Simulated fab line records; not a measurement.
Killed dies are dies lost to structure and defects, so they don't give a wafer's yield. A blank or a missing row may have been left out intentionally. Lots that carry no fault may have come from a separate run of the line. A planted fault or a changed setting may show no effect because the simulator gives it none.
fab line records	flow nandHarc
[record] lots = 12	wafers = 36	lastDay = 33
route steps=1302 shown P_GATE@174 P_CONTACT@217 END@1302
lots that met no fault: taken from a fault-free run of the same line
startH: hours from the record's opening day to when the first of the lot's shown wafers began	waitH: time in hours since the lot's previous step	" unchanged from the row above	L1.1+2: a row that stands for several wafers	- either no value or no given start	* or withheld: withheld	< > ~ a bound
route shown NAME@n: NAME is a module with steps in the file, n the number in the route of the first one	usual: mean and standard deviation over wafers with no fault	same: alike in all rows	chamber/n: place in a boat	sites: per-site readings	_std_site: standard deviation across them	_edge_site: outer sites' mean less inner sites'	radiusMm: for every site, how far away it sits from the centre of the wafer	mask NAME#n: copy n	behind: the tool/chamber that last shaped the wafer	hold: why the lot was held/for how many hours/how that ended	device: the transistor (n, p or np) that didn't switch	end of line: the tests these same wafers got at the end of their route	for a step that has no rows: nothing shown but its recipe	killed: at the first sort, the dies lost to defects and structure; wafer yield is something else	map: a wafer's dies, marking killed ones x, the rest . and places with no die _
set.NAME: the setting as run; set.NAME@STEP: as run at that earlier step	model.NAME: the simulator's own value behind a step, which no gauge read
route steps across a sampled set of lots; one table per step, one row per wafer
services: from which hour (startH, from the record's first day; less than 0 if before it) a tool's chamber was out of use, for how many hours, and why
[[steps]]
[step NHARC_P_GATE_STRIP_111]
[recipe] powerW = 1500	tempC = 110	timeS = 250	chemistry = N2/H2
[usual] drypumpMotorCurrentA = 5.7/0.38	heaterPowerW = 94/11	rfReflPowerW = 24/8
lot.wafer	tool	chamber	startH	waitH	drypumpMotorCurrentA	heaterPowerW	rfHoursCounterH	rfReflPowerW
L661.1	plasmaAsher-02	0	105.41	0.2	5.9	91	4	31
L661.3	"	1	"	"	5.7	83	-	18
L661.5	"	1	"	"	5.7	82	-	18
L662.2	plasmaAsher-01	1	120.86	0.2	5.0	94	27	12
L662.4	"	1	"	"	5.0	93	-	12
L662.5	"	1	"	"	5.0	95	-	13
L663.4	plasmaAsher-01	0	124.98	0.3	6.0	104	-	30
L663.5	"	1	"	"	5.0	92	-	13
L663.6	"	0	"	"	6.0	107	-	29
L667.3	plasmaAsher-02	0	166.89	0.4	5.9	94	-	32
L667.5	"	1	"	"	5.7	80	-	18
L667.6	"	0	"	"	5.9	92	-	33
L669.1	plasmaAsher-02	1	195.54	0.2	5.7	83	25	18
L669.2	"	0	"	"	5.9	93	25	32
L669.5	"	1	"	"	5.7	80	-	18
L670.1	plasmaAsher-02	1	202.40	0.2	5.7	83	27	18
L670.4	"	1	"	"	5.7	83	-	18
L670.5	"	1	"	"	5.7	80	-	18
L672.1	plasmaAsher-02	1	231.72	0.2	5.7	82	33	18
L672.4	"	1	"	"	5.8	82	-	18
L672.6	"	1	"	"	5.8	82	-	18
L674.1	plasmaAsher-02	0	238.03	0.2	5.9	95	35	31
L674.4	"	0	"	"	5.9	91	-	31
L674.5	"	1	"	"	5.7	81	-	18
L676.1	plasmaAsher-01	0	255.08	0.2	6.0	113	15	29
L676.2	"	1	"	"	5.0	96	15	13
L676.4	"	1	"	"	5.0	96	-	13
L677.2	plasmaAsher-02	1	272.25	0.2	5.7	78	3	18
L677.3	"	1	"	"	5.7	78	-	18
L677.5	"	1	"	"	5.7	78	-	18
L683.2	plasmaAsher-02	1	329.07	0.2	5.7	78	14	18
L683.5	"	0	"	"	5.9	95	-	32
L683.6	"	1	"	"	5.7	78	-	18
L684.1	plasmaAsher-02	1	336.64	0.2	5.7	77	17	18
L684.2	"	0	"	"	5.9	96	17	30
L684.4	"	0	"	"	5.9	94	-	31
[step NHARC_P_GATE_STRIP_75]
[recipe] powerW = 1500	tempC = 250	chemistry = O2
[usual] drypumpMotorCurrentA = 5.7/0.37	heaterPowerW = 351/41	rfReflPowerW = 23/8.1
lot.wafer	tool	chamber	startH	waitH	drypumpMotorCurrentA	heaterPowerW	rfHoursCounterH	rfReflPowerW
L661.1	plasmaAsher-02	0	105.67	0.2	5.9	352	4	32
L661.3	"	1	"	"	5.7	308	-	18
L661.5	"	1	"	"	5.7	305	-	18
L662.2	plasmaAsher-01	1	121.11	0.2	5.0	336	27	12
L662.4	"	1	"	"	5.0	357	-	13
L662.5	"	1	"	"	5.0	349	-	13
L663.4	plasmaAsher-01	0	125.17	0.1	6.0	395	-	29
L663.5	"	1	"	"	5.0	356	-	12
L663.6	"	0	"	"	6.0	402	-	29
L667.3	plasmaAsher-02	0	167.07	0.1	5.9	342	-	30
L667.5	"	1	"	"	5.7	305	-	18
L667.6	"	0	"	"	5.9	342	-	32
L669.1	plasmaAsher-02	1	195.84	0.3	5.8	296	26	18
L669.2	"	0	"	"	5.9	339	26	32
L669.5	"	1	"	"	5.7	305	-	18
L670.1	plasmaAsher-02	1	202.66	0.2	5.7	314	27	18
L670.4	"	1	"	"	5.7	312	-	18
L670.5	"	1	"	"	5.8	302	-	18
L672.1	plasmaAsher-02	1	231.98	0.2	5.8	312	33	18
L672.4	"	1	"	"	5.8	307	-	17
L672.6	"	1	"	"	5.8	301	-	18
L674.1	plasmaAsher-02	0	238.29	0.2	5.9	354	35	32
L674.4	"	0	"	"	5.9	359	-	33
L674.5	"	1	"	"	5.7	303	-	18
L676.1	plasmaAsher-01	0	255.38	0.2	6.0	421	15	31
L676.2	"	1	"	"	5.0	357	15	13
L676.4	"	1	"	"	5.0	361	-	12
L677.2	plasmaAsher-02	1	272.51	0.2	5.7	280	3	17
L677.3	"	1	"	"	5.7	294	-	18
L677.5	"	1	"	"	5.8	291	-	18
L683.2	plasmaAsher-02	1	329.33	0.2	5.7	298	14	18
L683.5	"	0	"	"	5.9	359	-	31
L683.6	"	1	"	"	5.7	287	-	18
L684.1	plasmaAsher-02	1	336.94	0.3	5.7	294	17	18
L684.2	"	0	"	"	5.9	360	17	32
L684.4	"	0	"	"	5.9	357	-	31
[step NHARC_P_GATE_STRIP_50]
[recipe] timeS = 900	tempC = 130	chemistry = SPM
lot.wafer	tool	chamber	startH	waitH
L661.1+3+5	wetBench-07	6,7,1	105.83	0.1
L662.5+4+2	wetBench-02	5,1,2	121.25	0.1
L663.6+4+5	wetBench-02	1,4,5	125.29	0.1
L667.6+3+5	wetBench-02	0,1,2	167.21	0.1
L669.5+1+2	wetBench-09	6,1,2	195.99	0.1
L670.5+4+1	wetBench-09	4,5,7	202.81	0.1
L672.4+1+6	wetBench-07	0,3,4	232.12	0.1
L674.4+5+1	wetBench-07	0,1,3	238.44	0.1
L676.4+2+1	wetBench-07	7,2,3	255.53	0.1
L677.3+5+2	wetBench-09	3,6,0	272.65	0.1
L683.6+5+2	wetBench-09	5,7,0	329.47	0.1
L684.1+2+4	wetBench-02	1,2,4	337.09	0.1
[step NHARC_P_GATE_CD_MEAS_59]
[recipe] targetCdNm = 720	landingEnergyEv = 500
[usual] cdNm = 719.1/1.6
lot.wafer	tool	chamber	startH	waitH	cdNm
L661.1	cdSem-03	0	106.59	-	717.9
L661.3	"	0	"	"	720.3
L661.5	"	0	"	"	717.9
L662.2	cdSem-03	0	121.91	-	719.7
L662.4	"	0	"	"	719.2
L662.5	"	0	"	"	717.4
L663.4	cdSem-02	0	126.07	-	720.4
L663.5	"	0	"	"	717.7
L663.6	"	0	"	"	719.3
L667.3	cdSem-01	0	167.97	-	719.1
L667.5	"	0	"	"	716.9
L667.6	"	0	"	"	718.7
L669.1	cdSem-03	0	196.76	-	720.2
L669.2	"	0	"	"	718.5
L669.5	"	0	"	"	718.4
L670.1	cdSem-02	0	203.45	-	720.1
L670.4	"	0	"	"	719.8
L670.5	"	0	"	"	720.7
L672.1	cdSem-01	0	232.89	-	717.2
L672.4	"	0	"	"	716.7
L672.6	"	0	"	"	718.8
L674.1	cdSem-02	0	239.08	-	718.1
L674.4	"	0	"	"	719.1
L674.5	"	0	"	"	718.6
L676.1	cdSem-03	0	256.30	-	717.8
L676.2	"	0	"	"	718.4
L676.4	"	0	"	"	718.3
L677.2	cdSem-03	0	273.30	-	716.5
L677.3	"	0	"	"	718.5
L677.5	"	0	"	"	719.0
L683.2	cdSem-01	0	330.24	-	718.1
L683.5	"	0	"	"	717.5
L683.6	"	0	"	"	718.5
L684.1	cdSem-03	0	337.87	-	717.3
L684.2	"	0	"	"	718.3
L684.4	"	0	"	"	718.2
[step NHARC_P_GATE_INSPECT_68]
[usual] rawDefectCount = 205/66
lot.wafer	tool	chamber	startH	waitH	hold	rawDefectCount
L661.1	defectInspect-01	-	111.36	0.2	-	172
L661.3	"	-	"	"	-	252
L661.5	"	-	"	"	-	119
L662.2	defectInspect-01	-	126.54	0.1	-	143
L662.4	"	-	"	"	-	209
L662.5	"	-	"	"	-	145
L663.4	defectInspect-01	-	130.87	0.1	-	253
L663.5	"	-	"	"	-	167
L663.6	"	-	"	"	-	193
L667.3	defectInspect-01	-	172.75	0.1	-	164
L667.5	"	-	"	"	-	196
L667.6	"	-	"	"	-	181
L669.1	defectInspect-01	-	201.40	0.2	-	159
L669.2	"	-	"	"	-	184
L669.5	"	-	"	"	-	144
L670.1	defectInspect-02	-	208.34	0.2	-	78
L670.4	"	-	"	"	-	205
L670.5	"	-	"	"	-	233
L672.1	defectInspect-02	-	237.54	0.2	-	192
L672.4	"	-	"	"	-	329
L672.6	"	-	"	"	-	217
L674.1	defectInspect-01	-	243.73	0.2	awaitDispo/0.2h/release	442
L674.4	"	-	"	"	awaitDispo/0.2h/release	496
L674.5	"	-	"	"	awaitDispo/0.2h/release	538
L674.1	defectInspect-01	-	243.90	0.2	-	457
L674.4	"	-	"	"	-	497
L674.5	"	-	"	"	-	556
L676.1	defectInspect-01	-	261.10	0.2	awaitDispo/0.2h/release	563
L676.2	"	-	"	"	awaitDispo/0.2h/release	451
L676.4	"	-	"	"	awaitDispo/0.2h/release	452
L676.1	defectInspect-01	-	261.27	0.2	-	559
L676.2	"	-	"	"	-	434
L676.4	"	-	"	"	-	460
L677.2	defectInspect-01	-	278.09	0.1	-	135
L677.3	"	-	"	"	-	348
L677.5	"	-	"	"	-	92
L683.2	defectInspect-02	-	334.89	0.1	-	124
L683.5	"	-	"	"	-	122
L683.6	"	-	"	"	-	135
L684.1	defectInspect-02	-	342.55	0.2	-	270
L684.2	"	-	"	"	-	353
L684.4	"	-	"	"	-	271
[step NHARC_P_CONTACT_DEP_30]
[recipe] targetThkA = 300	tempC = 400	targetThkNm = 30	flowSccm = 200	rfW = 450	material = SiNx
[usual] heaterPowerW = 656/93
lot.wafer	tool	chamber	startH	waitH	hold	heaterPowerW
L661.3	pecvd-03	0	111.47	0.1	-	541
L661.1	"	1	"	"	-	849
L661.5	"	1	"	"	-	854
L662.2	pecvd-03	0	126.68	0.1	-	596
L662.5	"	2	"	"	-	625
L662.4	"	0	"	"	-	631
L663.5	pecvd-03	2	131.05	0.2	-	665
L663.6	"	0	"	"	-	647
L663.4	"	1	"	"	-	755
L667.3	pecvd-03	1	172.85	0.1	-	800
L667.5	"	1	"	"	-	812
L667.6	"	2	"	"	-	629
L669.2	pecvd-02	2	201.47	0.1	-	603
L669.1	"	1	"	"	-	503
L669.5	"	0	"	"	-	593
L670.1	pecvd-03	1	208.41	0.1	-	801
L670.4	"	1	"	"	-	801
L670.5	"	0	"	"	-	611
L672.1	pecvd-04	1	237.68	0.1	-	627
L672.4	"	2	"	"	-	608
L672.6	"	0	"	"	-	756
L674.1	pecvd-03	0	245.11	1.2	awaitDispo/1.1h/release	612
L674.4	"	1	"	"	awaitDispo/1.1h/release	866
L674.5	"	0	"	"	awaitDispo/1.1h/release	623
L676.2	pecvd-04	1	265.88	4.6	awaitDispo/4.3h/release	610
L676.1	"	2	"	"	awaitDispo/4.3h/release	607
L676.4	"	2	"	"	awaitDispo/4.3h/release	601
L677.3	pecvd-02	1	278.21	0.1	-	651
L677.2	"	2	"	"	-	677
L677.5	"	0	"	"	-	626
L683.2	pecvd-03	0	334.96	0.1	-	560
L683.6	"	1	"	"	-	815
L683.5	"	2	"	"	-	596
L684.2	pecvd-02	2	342.62	0.1	-	675
L684.1	"	1	"	"	-	581
L684.4	"	1	"	"	-	580
[step NHARC_END_SORT_01]
[recipe] tempC = 25
[usual] defectLimitedYield = 91/3.2	killedAtArray = 53/21	killedAtOther = 0.8/1.1	killedAtPeriphery = 4.2/2.7	killedDies = 58/22	killedOpen = 3.4/1.9	killedShort = 2.5/1.6	sort_bin_2_pct = 3.1/1.4	sort_bin_3_pct = 0.6/0.43	sort_bin_4_pct = 4.9/1.7	sortNPass = 619/22	sortRimYieldPct = 96.9/1.8	sortYieldPct = 91/3.2
[same] grossDies = 677	sort_bin_5_pct[%] = 0	sort_bin_6_pct[%] = 0	sort_bin_7_pct[%] = 0	sort_bin_8_pct[%] = 0	sortRimNGross = 106.00
lot.wafer	tool	chamber	startH	waitH	defectLimitedYield[%]	killedAtArray	killedAtOther	killedAtPeriphery	killedDies	killedOpen	killedShort	sort_bin_2_pct[%]	sort_bin_3_pct[%]	sort_bin_4_pct[%]	sortNPass	sortRimYieldPct[%]	sortYieldPct[%]
L661.1	prober-01	0	562.88	2.5	93	42	0	5	47	5	3	3.0	0.3	3.7	630	99.1	93
L661.3	prober-01	0	564.49	3.1	94	41	0	3	44	0	3	1.9	0.1	4.4	633	99.1	94
L661.5	prober-01	0	566.09	3.7	91	54	0	8	62	3	7	3.5	0.7	4.9	615	98.1	91
L663.4	prober-01	0	573.61	3.3	86	90	0	8	98	2	5	5.5	0.7	8.3	579	93.4	86
L663.5	prober-01	0	574.39	3.6	87	85	0	2	87	0	3	5.9	0.7	6.2	590	95.3	87
L663.6	prober-01	0	575.16	3.9	87	85	1	5	91	4	0	5.0	1.2	7.2	586	97.2	87
L667.3	prober-02	0	630.46	3.1	91	58	1	4	63	2	3	3.7	0.9	4.7	614	96.2	91
L667.5	prober-02	0	632.07	3.7	92	46	1	5	52	3	2	2.8	0.3	4.6	625	96.2	92
L667.6	prober-02	0	632.87	4.0	91	51	1	6	58	1	1	2.5	0.6	5.5	619	97.2	91
L669.1	prober-01	0	647.71	2.5	92	53	1	3	57	3	3	2.1	1.3	5.0	620	99.1	92
L669.2	prober-01	0	648.50	2.8	92	49	1	7	57	3	1	2.4	0.6	5.5	620	94.3	92
L669.5	prober-01	0	650.86	3.6	91	50	1	11	62	4	7	3.5	0.1	5.5	615	91.5	91
L670.1	prober-02	0	652.40	2.5	88	70	5	7	82	4	2	4.4	1.3	6.4	595	95.3	88
L670.4	prober-02	0	654.81	3.4	87	84	3	1	88	4	2	3.8	1.6	7.5	589	98.1	87
L670.5	prober-02	0	655.62	3.7	88	75	0	4	79	4	1	3.8	1.0	6.8	598	97.2	88
L672.1	prober-01	0	685.05	2.5	97	14	1	4	19	4	0	0.7	0	2.1	658	98.1	97
L672.4	prober-01	0	687.44	3.4	97	18	0	4	22	2	1	1.0	0	2.2	655	98.1	97
L672.6	prober-01	0	689.03	4.0	97	20	1	0	21	3	0	0.7	0.4	1.9	656	99.1	97
// killed by level:class
L661.1 A_CHANNEL_HOLE_D2:chamberFilmFlake=32 A_CONTACT:chamberFilmFlake=2 P_STI:geometricParticle:short=1 P_M0:geometricParticle:open=1 P_M1:geometricParticle:open=1 A_ONON_D1:geometricParticle:open=1 A_DECK1_JOINT:geometricParticle:open=1 A_CHANNEL_HOLE_D2:geometricParticle:short=1
L661.3 A_CHANNEL_HOLE_D2:chamberFilmFlake=31 A_CHANNEL_HOLE_D1:chamberFilmFlake=2 A_CONTACT:unspecified=2 P_CONTACT:geometricParticle:short=1 A_SGD_CUT:geometricParticle:short=1 A_M1:geometricParticle:short=1 P_ZERO_WELL:chamberFilmFlake=1 P_GATE:chamberFilmFlake=1
L661.5 A_CHANNEL_HOLE_D2:chamberFilmFlake=37 P_GATE:chamberFilmFlake=4 A_M0:geometricParticle:short=2 P_BONDPAD:chamberFilmFlake=2 A_CHANNEL_HOLE_D1:chamberFilmFlake=2 A_STAIRCASE:chamberFilmFlake=2 A_CONTACT:unspecified=2 P_CONTACT:geometricParticle:open=1
L663.4 A_CHANNEL_HOLE_D2:chamberFilmFlake=27 A_CHANNEL_HOLE_D1:chamberFilmFlake=24 A_SLIT:chamberFilmFlake=22 A_STAIRCASE:chamberFilmFlake=7 P_STI:chamberFilmFlake=4 P_CONTACT:chamberFilmFlake=3 A_CONTACT:chamberFilmFlake=2 A_ONON_D1:geometricParticle:short=1
L663.5 A_CHANNEL_HOLE_D2:chamberFilmFlake=27 A_CHANNEL_HOLE_D1:chamberFilmFlake=22 A_SLIT:chamberFilmFlake=21 A_STAIRCASE:chamberFilmFlake=4 A_CONTACT:chamberFilmFlake=4 P_STI:chamberFilmFlake=2 A_DECK1_JOINT:chamberFilmFlake=2 A_CHANNEL_FILL_D2:geometricParticle:short=1
L663.6 A_CHANNEL_HOLE_D2:chamberFilmFlake=32 A_CHANNEL_HOLE_D1:chamberFilmFlake=25 A_SLIT:chamberFilmFlake=21 P_STI:chamberFilmFlake=3 A_STAIRCASE:chamberFilmFlake=2 A_SOURCE_PLATE:geometricParticle:open=1 A_STAIRCASE:geometricParticle:open=1 A_M1:geometricParticle:open=1
L667.3 A_CHANNEL_HOLE_D1:chamberFilmFlake=35 A_CHANNEL_HOLE_D2:chamberFilmFlake=13 A_CONTACT:chamberFilmFlake=3 A_M0:geometricParticle:short=2 P_ZERO_WELL:chamberFilmFlake=2 A_BLC:geometricParticle:open=1 A_M0:geometricParticle:open=1 P_GATE:chamberFilmFlake=1
L667.5 A_CHANNEL_HOLE_D1:chamberFilmFlake=31 A_CHANNEL_HOLE_D2:chamberFilmFlake=8 P_M1:chamberFilmFlake=2 A_WL_FILL:chamberFilmFlake=2 P_M1:geometricParticle:short=1 P_M2:geometricParticle:open=1 A_CHANNEL_FILL_D1:geometricParticle:open=1 A_DECK1_JOINT:geometricParticle:open=1
L667.6 A_CHANNEL_HOLE_D1:chamberFilmFlake=36 A_CHANNEL_HOLE_D2:chamberFilmFlake=7 P_GATE:chamberFilmFlake=3 A_STAIRCASE:chamberFilmFlake=3 P_M1:chamberFilmFlake=2 P_M0:geometricParticle:short=1 A_CHANNEL_HOLE_D1:geometricParticle:open=1 A_CHANNEL_FILL_D1:chamberFilmFlake=1
L669.1 A_CHANNEL_HOLE_D1:chamberFilmFlake=36 A_CHANNEL_HOLE_D2:unspecified=6 A_CONTACT:chamberFilmFlake=3 P_ZERO_WELL:chamberFilmFlake=2 P_GATE:geometricParticle:open=1 A_SOURCE_PLATE:geometricParticle:open=1 A_CHANNEL_FILL_D1:geometricParticle:short=1 A_ONON_D2:geometricParticle:short=1
L669.2 A_CHANNEL_HOLE_D1:chamberFilmFlake=33 A_CONTACT:chamberFilmFlake=4 P_ZERO_WELL:chamberFilmFlake=3 A_DECK1_JOINT:chamberFilmFlake=2 A_CHANNEL_HOLE_D2:unspecified=2 A_CHANNEL_HOLE_D2:chamberFilmFlake=2 A_STAIRCASE:chamberFilmFlake=2 P_M1:geometricParticle:open=1
L669.5 A_CHANNEL_HOLE_D1:chamberFilmFlake=31 P_ZERO_WELL:chamberFilmFlake=6 A_CHANNEL_HOLE_D2:chamberFilmFlake=4 A_CHANNEL_FILL_D2:chamberFilmFlake=3 P_M1:geometricParticle:short=2 A_CHANNEL_FILL_D1:geometricParticle:short=2 A_STAIRCASE:chamberFilmFlake=2 A_CONTACT:chamberFilmFlake=2
L670.1 A_CHANNEL_HOLE_D1:chamberFilmFlake=27 A_SLIT:chamberFilmFlake=22 A_CHANNEL_HOLE_D2:chamberFilmFlake=15 P_BONDPAD:chamberFilmFlake=4 THIN_TSV:chamberFilmFlake=4 P_CONTACT:geometricParticle:open=1 P_M0:geometricParticle:open=1 P_M2:geometricParticle:short=1
L670.4 A_CHANNEL_HOLE_D1:chamberFilmFlake=31 A_SLIT:chamberFilmFlake=28 A_CHANNEL_HOLE_D2:chamberFilmFlake=9 THIN_TSV:chamberFilmFlake=3 A_ONON_D2:geometricParticle:open=2 A_CHANNEL_FILL_D2:chamberFilmFlake=2 A_STAIRCASE:chamberFilmFlake=2 A_SGD_CUT:chamberFilmFlake=2
L670.5 A_CHANNEL_HOLE_D1:chamberFilmFlake=28 A_SLIT:chamberFilmFlake=25 A_CHANNEL_HOLE_D2:chamberFilmFlake=11 A_CONTACT:chamberFilmFlake=5 P_BONDPAD:chamberFilmFlake=3 P_M0:geometricParticle:short=1 A_ONON_D1:geometricParticle:open=1 A_CHANNEL_FILL_D1:geometricParticle:open=1
L672.1 A_CHANNEL_HOLE_D1:chamberFilmFlake=3 A_ZERO_WELL:chamberFilmFlake=2 A_DECK1_JOINT:chamberFilmFlake=2 A_SLIT:chamberFilmFlake=2 P_GATE:geometricParticle:open=1 A_CHANNEL_FILL_D1:geometricParticle:open=1 A_DECK1_JOINT:geometricParticle:open=1 A_BLC:geometricParticle:open=1
L672.4 A_CHANNEL_HOLE_D1:chamberFilmFlake=6 A_CHANNEL_FILL_D1:geometricParticle:open=2 P_STI:chamberFilmFlake=2 A_CHANNEL_HOLE_D2:chamberFilmFlake=2 A_SLIT:chamberFilmFlake=2 A_WL_FILL:chamberFilmFlake=2 A_CHANNEL_HOLE_D1:geometricParticle:short=1 P_ZERO_WELL:chamberFilmFlake=1
L672.6 A_CHANNEL_HOLE_D1:chamberFilmFlake=7 A_DECK1_JOINT:chamberFilmFlake=4 A_WL_FILL:chamberFilmFlake=4 A_CHANNEL_FILL_D1:geometricParticle:open=1 A_M0:geometricParticle:open=1 STARTING-WAFER:geometricParticle:open=1 A_ZERO_WELL:chamberFilmFlake=1 A_STAIRCASE:chamberFilmFlake=1
[[services]]
tool	chamber	startH	hours	kind
pecvd-04	-	88.12	13.0	pm
pecvd-02	-	158.72	0.5	repair
wetBench-07	-	160.10	8.0	pm
plasmaAsher-01	-	165.00	9.0	pm
wetBench-09	-	176.89	8.0	pm
pecvd-03	-	185.33	13.0	pm
pecvd-03	0	185.33	13.0	ventCycle
pecvd-03	1	185.33	13.0	ventCycle
pecvd-03	2	185.33	13.0	ventCycle
pecvd-03	0	198.33	-	clean
pecvd-04	-	208.83	1.0	repair
pecvd-02	-	227.23	13.0	pm
pecvd-03	2	232.09	20.8	repair
wetBench-02	-	244.00	8.0	pm
plasmaAsher-02	-	249.03	9.0	pm
plasmaAsher-02	0	249.03	9.0	ventCycle
plasmaAsher-02	1	249.03	9.0	ventCycle
plasmaAsher-02	0	258.03	-	clean
plasmaAsher-02	1	258.03	-	clean
pecvd-04	-	269.12	13.0	pm
pecvd-02	-	288.49	1.5	repair
pecvd-02	-	333.72	3.4	repair
wetBench-07	-	336.10	8.0	pm
plasmaAsher-01	-	342.00	9.0	pm
[[key]]
[firstSign] step = NHARC_P_GATE_INSPECT_68	reading = rawDefectCount	direction = up	sigmas = 4.3	usual = 205	struck = 490
[effect] step = NHARC_P_GATE_INSPECT_68	reading = hold	direction = added
metAt NHARC_P_GATE_STRIP_50
struckLots L674,L676
scrappedBehind NHARC_P_CONTACT_INSPECT_14 L674.1,L674.4,L674.5,L676.1,L676.2,L676.4
notActingAt NHARC_P_GATE_STRIP_111,NHARC_P_GATE_STRIP_75,NHARC_P_GATE_CD_MEAS_59
onsetBetween 232.12 238.44
[fault] kind = chamberParticleSource	tool = wetBench-07	chamber = -	onsetH = 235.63	steps = NHARC_P_GATE_STRIP_50	ratePerVisitCm2 = 0.47633	endH = 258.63
